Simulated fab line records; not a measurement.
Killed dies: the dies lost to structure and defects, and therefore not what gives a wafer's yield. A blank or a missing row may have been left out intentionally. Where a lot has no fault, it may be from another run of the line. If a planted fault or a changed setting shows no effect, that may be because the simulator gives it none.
Which tool was responsible? :: flow nand harc :: 18 wafers from 6 lots sampled at 3 of the route's 1159 steps

WHAT THE GAUGES SHOWED, per wafer
NHARC_P_ZERO_WELL_CD_MEAS_37: target cd 720 nm.
lot: L311
measured: day 1 22:11
on: cd sem-02
cd nm (nm): 719.7 717.2 718.3

lot: L324
measured: day 5 04:08
on: cd sem-01
cd nm (nm): 722.8 720.1 720.9

lot: L326
measured: day 5 16:08
on: cd sem-01
cd nm (nm): 723.5 723.9 722.1

lot: L328
measured: day 6 04:03
on: cd sem-02
cd nm (nm): 717.5 718.0 720.0

lot: L330
measured: day 6 16:04
on: cd sem-02
cd nm (nm): 724.9 723.2 721.9

lot: L332
measured: day 7 04:06
on: cd sem-03
cd nm (nm): 722.4 718.7 718.9

WHAT TOOL EACH LOT RAN ON (gives the tool, then ch and the chambers of the sampled wafers, and finally the start)
lot: L311
NHARC_P_ZERO_WELL_DESCUM_26: rie diel-09 ch 0,2,3, day 1 20:50
NHARC_P_ZERO_WELL_EXPOSE_34: krf scanner-01 ch 0, day 1 22:02

lot: L324
NHARC_P_ZERO_WELL_DESCUM_26: rie diel-07 ch 1,2, day 5 02:40
NHARC_P_ZERO_WELL_EXPOSE_34: krf scanner-02 ch 0, day 5 03:59

lot: L326
NHARC_P_ZERO_WELL_DESCUM_26: rie diel-10 ch 0,1, day 5 14:41
NHARC_P_ZERO_WELL_EXPOSE_34: krf scanner-01 ch 0, day 5 15:59

lot: L328
NHARC_P_ZERO_WELL_DESCUM_26: rie diel-10 ch 1,2,3, day 6 02:34
NHARC_P_ZERO_WELL_EXPOSE_34: krf scanner-04 ch 0, day 6 03:53

lot: L330
NHARC_P_ZERO_WELL_DESCUM_26: rie diel-10 ch 1,2,3, day 6 14:40
NHARC_P_ZERO_WELL_EXPOSE_34: krf scanner-02 ch 0, day 6 15:55

lot: L332
NHARC_P_ZERO_WELL_DESCUM_26: rie diel-10 ch 1,2,3, day 7 02:38
NHARC_P_ZERO_WELL_EXPOSE_34: krf scanner-02 ch 0, day 7 03:57
- NHARC_P_ZERO_WELL_DESCUM_26: chemistry O2, time 3 s.
- NHARC_P_ZERO_WELL_EXPOSE_34: exposes mask P PWELL, target cd 720 nm.

THE ANSWER, worked out from the rows above alone
Rule: the lots themselves supply what counts as usual. The widest of any qualifying gaps counts: lots, ordered by their means at a reading, are off when they make up no more than a third of the lots, leave a main group of 4 or more, and stand apart from it by 3 or more times the standard deviation of that group's means. Not used: any main group whose means are identical at the precision the tables above print for the reading. A lot without any number at a reading at which 4 lots or more have one is off too. All remaining lots with rows at the step are treated as sound.
Across all readings shown, no lot is off: no conclusion can be drawn from this.

WHAT HAD BEEN PUT IN BY THE SIMULATOR
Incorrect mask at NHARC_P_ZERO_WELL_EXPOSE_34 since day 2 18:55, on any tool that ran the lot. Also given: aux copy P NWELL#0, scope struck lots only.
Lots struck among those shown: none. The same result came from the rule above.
